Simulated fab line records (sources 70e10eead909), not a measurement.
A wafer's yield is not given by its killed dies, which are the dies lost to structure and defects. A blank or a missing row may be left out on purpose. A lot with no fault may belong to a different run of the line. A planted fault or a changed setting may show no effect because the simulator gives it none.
Chamber matching | flow nand_harc | NHARC_A_SLIT_ETCH_29 on rie_diel-12 has 4 sister chambers
The step etches the open film in CF4/O2, target depth 100 nm, overetch 10 nm, time 55 s. 4 wafers are shown with their chamber, then 9 later ones without.

## WAFERS PAIRED WITH THEIR CHAMBERS
wafer  | chamber | drypump_motor_current_A (A)
L083.1 | 2       | 5.4
L087.4 | 1       | 4.9
L090.1 | 0       | 4.9
L090.6 | 3       | 5.7

## WAFERS WITHOUT THEIR CHAMBER
wafer  | drypump_motor_current_A (A)
L093.2 | 5.4
L093.3 | 5.7
L093.4 | 4.9
L095.1 | 4.9
L095.3 | 5.7
L095.6 | 5.7
L097.3 | 4.9
L097.4 | 4.9
L097.6 | 5.5

## WHICH CHAMBER EACH WENT THROUGH
wafer  | from the rows above     | in truth
L093.2 | 2                       | 2
L093.3 | 3                       | 3
L093.4 | can't be placed: 0 or 1 | 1
L095.1 | can't be placed: 0 or 1 | 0
L095.3 | 3                       | 3
L095.6 | 3                       | 3
L097.3 | can't be placed: 0 or 1 | 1
L097.4 | can't be placed: 0 or 1 | 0
L097.6 | 2                       | 2
5 of 9 placed correctly. Unplaceable from these rows: 4, with the true chamber sitting among the candidates in 4. Placed wrongly: 0.
How it was worked out, from the rows above alone: a wafer's distance from a chamber is the root of the sum, over the readings, of the square of ((its reading less the chamber's mean) divided by the reading's scatter). The wafer belongs to the nearest chamber; if the next one is less than 2 further off, it can't be placed. A chamber's mean is the mean of its shown wafers. The scatter: with one shown wafer a chamber, the root of the mean of the squares of how far each hidden wafer lies from its nearest shown one.
